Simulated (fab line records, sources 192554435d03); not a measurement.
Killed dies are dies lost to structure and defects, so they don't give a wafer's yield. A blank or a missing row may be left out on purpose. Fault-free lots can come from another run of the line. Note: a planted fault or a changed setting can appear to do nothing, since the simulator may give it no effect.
Code-filled problem report in 8D (eight disciplines) form    flow n5-finfet    the parts of the form that need people (team, actions taken, sign-off) are left out

1. PROBLEM STATEMENT
VT_P at N5_BEOL_M4_RC_MEAS_101 reads a mean of -275 mV on 5 wafers of 2 lots; wafers without a fault read -251 mV with a standard deviation of 3.2. Measured from the usual mean, that is -7.4 standard deviations.
First observed at day 12 04:19: wafer L267.2, on prober-02. At this step, 10 wafers from 4 lots have a number in the record. By rule, "out" or "out of limits" means more than 4 standard deviations away from the usual mean. The rest of the wafers with a number are treated as sound.

2. WHAT IT IS, WHAT IT ISN'T
question                     is                      is not
which readings at this step  VT_P, VT_P_LONG         DIBL_N, IOFF_N, ION_N, SS_N, VT_N
which lots                   L267, L273              L260, L264
which wafers of those lots   all that have a number  -
read on which gauges         prober-01, prober-02    -
when                         from day 12 04:19       up to then (5 sound wafers)

3. WHAT RULES OUT EACH SUSPECT
Counting: a tool stays on the suspect list if, at a process step up to the reading, it processed all lots that are out and no sound lot following the first of them.
- the gauge at N5_BEOL_M4_RC_MEAS_101 is ruled out. 2 gauges (prober-01, prober-02) read the wafers that are out.
- ald-hk-01 at N5_HKMG_FIN_ALD_74 (deposits La2O3, target thk 0.5 nm, pulse time 6 s, co reactant pulse time 1 s): kept. It processed each lot that is out, first L267 at day 8 01:17, and no sound lot thereafter; up to then, the last sound lot it processed was L264 at day 7 12:55.
The count leaves ald-hk-01 at N5_HKMG_FIN_ALD_74.

4. THE CAUSE (what the simulator had put in)
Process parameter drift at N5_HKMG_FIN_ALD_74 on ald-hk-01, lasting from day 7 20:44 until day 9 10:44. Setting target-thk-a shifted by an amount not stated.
After counting, this tool was the only one left.

5. THE EFFECT CHAIN, in route order
One row per reading whose mean, taken over the struck wafers that have a number, lies over 3 standard deviations from the usual. Only readings whose record carries a usual standard deviation are examined. hours: median over the lots of the time between each lot's start at the first step of this table that gives one and its start at this step. sigmas: the change, counted in usual standard deviations.
hours  step                     reading           usual           on struck wafers  change     sigmas
0      N5_BEOL_M4_RC_MEAS_101   IOFF_P            0.21 nA/um      0.09              -0.12      -3.1
0      N5_BEOL_M4_RC_MEAS_101   IOFF_P_85C        3.6 nA/um       1.7               -1.9       -3.3
0      N5_BEOL_M4_RC_MEAS_101   IOFF_P_LIN        0.099 nA/um     0.042             -0.057     -4.1
0      N5_BEOL_M4_RC_MEAS_101   IOFF_P_LONG       0.000106 nA/um  0.000061          -0.000045  -4.5
0      N5_BEOL_M4_RC_MEAS_101   ION_P             462 uA/um       429               -33        -3.5
0      N5_BEOL_M4_RC_MEAS_101   VT_N_LVT          98 mV           78                -20        -5.0
0      N5_BEOL_M4_RC_MEAS_101   VT_P              -251 mV         -275              -24        -7.4
0      N5_BEOL_M4_RC_MEAS_101   VT_P_LONG         -275 mV         -298              -23        -7.2
100    N5_PASSIVATION_PROBE_49  sort_bin_8_speed  0.01 %          30.59             +30.58     +99 or more
100    N5_PASSIVATION_PROBE_49  sort-n-pass       1077            708               -369       -20
100    N5_PASSIVATION_PROBE_49  sort-yield-pct    91.3 %          60.0              -31.3      -21
Its process steps:
- N5_PASSIVATION_PROBE_49

6. HOW IT WOULD HAVE BEEN CAUGHT EARLIER
104 hours passed between the start of the fault at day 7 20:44 and the first reading out of limits at a measuring or inspecting step in this record, taken at day 12 04:19.
An alarm limit of 4 standard deviations would not have fired on the tool readings at N5_HKMG_FIN_ALD_74 for which the record gives a usual standard deviation, since none of them was out on any struck wafer.
All the lots that are out (2) had begun N5_HKMG_FIN_ALD_74 on ald-hk-01 by day 12 04:19. None of them would have been spared by holding the tool at that moment.
